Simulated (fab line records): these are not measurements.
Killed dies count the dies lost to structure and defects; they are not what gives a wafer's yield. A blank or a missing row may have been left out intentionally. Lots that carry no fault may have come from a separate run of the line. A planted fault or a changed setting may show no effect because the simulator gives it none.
Split-lot experiment / flow n5Finfet / 39 wafers read across 7 lots, on a route 1938 steps long

SPLIT DETAILS
At N5_BEOL_M5_DEP_56 (deposits SiCN from 3MS/NH3, target thk 8 nm, time 14 s), the setting targetThkA was moved away from the recipe's 80 angstrom on 9 of the 39 wafers read, by +35.2% to +52.0%. This setting was run at the recipe's value on the other wafers.

The reading comes from the split's own step.

THE READING
SiCN_of_BEOL_M5_DEP_56.thkNm (the simulator's own value, which no gauge read), in nm, at N5_BEOL_M5_DEP_56 (deposits SiCN from 3MS/NH3, target thk 8 nm, time 14 s). The file gives no usual value for it. Here, 30 wafers ran the recipe; their average is 8.0 nm with a standard deviation of 0.2 nm.

wafer=L075.1; tool, chamber at the split=pecvd-03, 1,0; targetThkA as run, angstrom=80; against the recipe=recipe; SiCN_of_BEOL_M5_DEP_56.thkNm, nm=7.8; against lot-mates on the recipe=-
wafer=L075.3; tool, chamber at the split=pecvd-03, 1,0; targetThkA as run, angstrom=80; against the recipe=recipe; SiCN_of_BEOL_M5_DEP_56.thkNm, nm=7.8; against lot-mates on the recipe=-
wafer=L075.2; tool, chamber at the split=pecvd-03, 2; targetThkA as run, angstrom=80; against the recipe=recipe; SiCN_of_BEOL_M5_DEP_56.thkNm, nm=8.4; against lot-mates on the recipe=-
wafer=L075.4; tool, chamber at the split=pecvd-03, 2; targetThkA as run, angstrom=80; against the recipe=recipe; SiCN_of_BEOL_M5_DEP_56.thkNm, nm=8.4; against lot-mates on the recipe=-
wafer=L075.5; tool, chamber at the split=pecvd-03, 0; targetThkA as run, angstrom=80; against the recipe=recipe; SiCN_of_BEOL_M5_DEP_56.thkNm, nm=8; against lot-mates on the recipe=-
wafer=L075.6; tool, chamber at the split=pecvd-03, 1; targetThkA as run, angstrom=80; against the recipe=recipe; SiCN_of_BEOL_M5_DEP_56.thkNm, nm=8.2; against lot-mates on the recipe=-
wafer=L076.2; tool, chamber at the split=pecvd-02, 1,2; targetThkA as run, angstrom=80; against the recipe=recipe; SiCN_of_BEOL_M5_DEP_56.thkNm, nm=8; against lot-mates on the recipe=-
wafer=L076.4; tool, chamber at the split=pecvd-02, 1,2; targetThkA as run, angstrom=80; against the recipe=recipe; SiCN_of_BEOL_M5_DEP_56.thkNm, nm=8; against lot-mates on the recipe=-
wafer=L076.5; tool, chamber at the split=pecvd-02, 0; targetThkA as run, angstrom=80; against the recipe=recipe; SiCN_of_BEOL_M5_DEP_56.thkNm, nm=7.8; against lot-mates on the recipe=-
wafer=L085.1; tool, chamber at the split=pecvd-02, 1,2; targetThkA as run, angstrom=80; against the recipe=recipe; SiCN_of_BEOL_M5_DEP_56.thkNm, nm=8; against lot-mates on the recipe=-
wafer=L085.3; tool, chamber at the split=pecvd-02, 1,2; targetThkA as run, angstrom=80; against the recipe=recipe; SiCN_of_BEOL_M5_DEP_56.thkNm, nm=8; against lot-mates on the recipe=-
wafer=L085.2; tool, chamber at the split=pecvd-02, 0; targetThkA as run, angstrom=121.6; against the recipe=+52.0%; SiCN_of_BEOL_M5_DEP_56.thkNm, nm=12.2; against lot-mates on the recipe=+4.1
wafer=L085.4; tool, chamber at the split=pecvd-02, 0; targetThkA as run, angstrom=121.6; against the recipe=+52.0%; SiCN_of_BEOL_M5_DEP_56.thkNm, nm=12.6; against lot-mates on the recipe=+4.5
wafer=L085.5; tool, chamber at the split=pecvd-02, 2; targetThkA as run, angstrom=121.6; against the recipe=+52.0%; SiCN_of_BEOL_M5_DEP_56.thkNm, nm=12.4; against lot-mates on the recipe=+4.3
wafer=L085.6; tool, chamber at the split=pecvd-02, 1; targetThkA as run, angstrom=80; against the recipe=recipe; SiCN_of_BEOL_M5_DEP_56.thkNm, nm=8.2; against lot-mates on the recipe=-
wafer=L086.1; tool, chamber at the split=pecvd-02, 1,2; targetThkA as run, angstrom=80; against the recipe=recipe; SiCN_of_BEOL_M5_DEP_56.thkNm, nm=8; against lot-mates on the recipe=-
wafer=L086.2; tool, chamber at the split=pecvd-02, 1,2; targetThkA as run, angstrom=80; against the recipe=recipe; SiCN_of_BEOL_M5_DEP_56.thkNm, nm=8; against lot-mates on the recipe=-
wafer=L086.3; tool, chamber at the split=pecvd-02, 0; targetThkA as run, angstrom=108.6; against the recipe=+35.7%; SiCN_of_BEOL_M5_DEP_56.thkNm, nm=10.8; against lot-mates on the recipe=+2.7
wafer=L086.4; tool, chamber at the split=pecvd-02, 0,2; targetThkA as run, angstrom=108.6; against the recipe=+35.7%; SiCN_of_BEOL_M5_DEP_56.thkNm, nm=11; against lot-mates on the recipe=+2.9
wafer=L086.5; tool, chamber at the split=pecvd-02, 0,2; targetThkA as run, angstrom=108.6; against the recipe=+35.7%; SiCN_of_BEOL_M5_DEP_56.thkNm, nm=11; against lot-mates on the recipe=+2.9
wafer=L086.6; tool, chamber at the split=pecvd-02, 1; targetThkA as run, angstrom=80; against the recipe=recipe; SiCN_of_BEOL_M5_DEP_56.thkNm, nm=8.2; against lot-mates on the recipe=-
wafer=L087.1; tool, chamber at the split=pecvd-04, 1,2,2; targetThkA as run, angstrom=80; against the recipe=recipe; SiCN_of_BEOL_M5_DEP_56.thkNm, nm=7.8; against lot-mates on the recipe=-
wafer=L087.3; tool, chamber at the split=pecvd-04, 1,2,2; targetThkA as run, angstrom=80; against the recipe=recipe; SiCN_of_BEOL_M5_DEP_56.thkNm, nm=7.8; against lot-mates on the recipe=-
wafer=L087.6; tool, chamber at the split=pecvd-04, 1,2,2; targetThkA as run, angstrom=80; against the recipe=recipe; SiCN_of_BEOL_M5_DEP_56.thkNm, nm=7.8; against lot-mates on the recipe=-
wafer=L087.2; tool, chamber at the split=pecvd-04, 0; targetThkA as run, angstrom=80; against the recipe=recipe; SiCN_of_BEOL_M5_DEP_56.thkNm, nm=8; against lot-mates on the recipe=-
wafer=L087.4; tool, chamber at the split=pecvd-04, 1,0; targetThkA as run, angstrom=80; against the recipe=recipe; SiCN_of_BEOL_M5_DEP_56.thkNm, nm=8.2; against lot-mates on the recipe=-
wafer=L087.5; tool, chamber at the split=pecvd-04, 1,0; targetThkA as run, angstrom=80; against the recipe=recipe; SiCN_of_BEOL_M5_DEP_56.thkNm, nm=8.2; against lot-mates on the recipe=-
wafer=L091.1; tool, chamber at the split=pecvd-02, 2; targetThkA as run, angstrom=80; against the recipe=recipe; SiCN_of_BEOL_M5_DEP_56.thkNm, nm=7.8; against lot-mates on the recipe=-
wafer=L091.2; tool, chamber at the split=pecvd-02, 0; targetThkA as run, angstrom=108.2; against the recipe=+35.2%; SiCN_of_BEOL_M5_DEP_56.thkNm, nm=10.6; against lot-mates on the recipe=+2.5
wafer=L091.3; tool, chamber at the split=pecvd-02, 1; targetThkA as run, angstrom=108.2; against the recipe=+35.2%; SiCN_of_BEOL_M5_DEP_56.thkNm, nm=10.8; against lot-mates on the recipe=+2.7
wafer=L091.4; tool, chamber at the split=pecvd-02, 1,0; targetThkA as run, angstrom=80; against the recipe=recipe; SiCN_of_BEOL_M5_DEP_56.thkNm, nm=8.2; against lot-mates on the recipe=-
wafer=L091.5; tool, chamber at the split=pecvd-02, 1,0; targetThkA as run, angstrom=80; against the recipe=recipe; SiCN_of_BEOL_M5_DEP_56.thkNm, nm=8.2; against lot-mates on the recipe=-
wafer=L091.6; tool, chamber at the split=pecvd-02, 2; targetThkA as run, angstrom=108.2; against the recipe=+35.2%; SiCN_of_BEOL_M5_DEP_56.thkNm, nm=11; against lot-mates on the recipe=+2.9
wafer=L095.1; tool, chamber at the split=pecvd-04, 1,2,1; targetThkA as run, angstrom=80; against the recipe=recipe; SiCN_of_BEOL_M5_DEP_56.thkNm, nm=7.8; against lot-mates on the recipe=-
wafer=L095.3; tool, chamber at the split=pecvd-04, 1,2,1; targetThkA as run, angstrom=80; against the recipe=recipe; SiCN_of_BEOL_M5_DEP_56.thkNm, nm=7.8; against lot-mates on the recipe=-
wafer=L095.6; tool, chamber at the split=pecvd-04, 1,2,1; targetThkA as run, angstrom=80; against the recipe=recipe; SiCN_of_BEOL_M5_DEP_56.thkNm, nm=7.8; against lot-mates on the recipe=-
wafer=L095.2; tool, chamber at the split=pecvd-04, 0; targetThkA as run, angstrom=80; against the recipe=recipe; SiCN_of_BEOL_M5_DEP_56.thkNm, nm=8; against lot-mates on the recipe=-
wafer=L095.4; tool, chamber at the split=pecvd-04, 0; targetThkA as run, angstrom=80; against the recipe=recipe; SiCN_of_BEOL_M5_DEP_56.thkNm, nm=8; against lot-mates on the recipe=-
wafer=L095.5; tool, chamber at the split=pecvd-04, 2; targetThkA as run, angstrom=80; against the recipe=recipe; SiCN_of_BEOL_M5_DEP_56.thkNm, nm=7.6; against lot-mates on the recipe=-
Rows listing several chambers each stand for several wafers; the file does not say which wafer went through which chamber.

FIT RESULTS
A straight line over all 39 wafers: SiCN_of_BEOL_M5_DEP_56.thkNm changes by +0.083 nm for each +1% of targetThkA; r = +0.99; the points scatter about the line by 0.2 nm.
The same after taking each lot's own level away (the mean of its wafers on the recipe; 39 wafers): +0.0813 nm for each +1%; r = +0.99; scatter 0.18 nm.
The reading moves by 4.2 nm for the largest change in targetThkA, on that fit.
Measured against the standard deviation above, the lots' own levels, which go from 7.83 to 8.10 nm, span 1.4 times it.
Consequently the slope shifts little with the lot-to-lot level, the two slopes agreeing.
Check: with one of the wafers moved furthest among these (+52.0%) left out of the fit, the line predicts +4.24 nm for it against its lot-mates. It came out at +4.13 nm against them.

OTHER SPLITS ON THESE WAFERS
These wafers also went through other splits before the reading. Each is held against what the fit with the lots' levels taken away leaves over:
other split on the same wafers=N5_FIN_SAQP_HM_DEP_03 timeS; wafers away from the commonest value=15; r with SiCN_of_BEOL_M5_DEP_56.thkNm (lot level and that fit taken away)=+0.01
other split on the same wafers=N5_DUMMY_GATE_ETCH_32 timeS; wafers away from the commonest value=9; r with SiCN_of_BEOL_M5_DEP_56.thkNm (lot level and that fit taken away)=-0.03
other split on the same wafers=N5_HKMG_FIN_ALD_71 aldCycles; wafers away from the commonest value=18; r with SiCN_of_BEOL_M5_DEP_56.thkNm (lot level and that fit taken away)=+0.32
other split on the same wafers=N5_GATE_CUT_DESCUM_18 timeS; wafers away from the commonest value=15; r with SiCN_of_BEOL_M5_DEP_56.thkNm (lot level and that fit taken away)=-0.02
other split on the same wafers=N5_BEOL_M0_SAQP_ILD_DEP_01 targetThkA; wafers away from the commonest value=18; r with SiCN_of_BEOL_M5_DEP_56.thkNm (lot level and that fit taken away)=+0.08
other split on the same wafers=N5_BEOL_M1_DEP_57 targetThkA; wafers away from the commonest value=15; r with SiCN_of_BEOL_M5_DEP_56.thkNm (lot level and that fit taken away)=+0.01
other split on the same wafers=N5_BEOL_M3_ETCH_41 targetDepthA; wafers away from the commonest value=6; r with SiCN_of_BEOL_M5_DEP_56.thkNm (lot level and that fit taken away)=-0.16

THE FILE'S OWN FIT
SiCN_of_BEOL_M5_DEP_56.thkNm changes by +0.0812 nm for each +1% of targetThkA, r = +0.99.
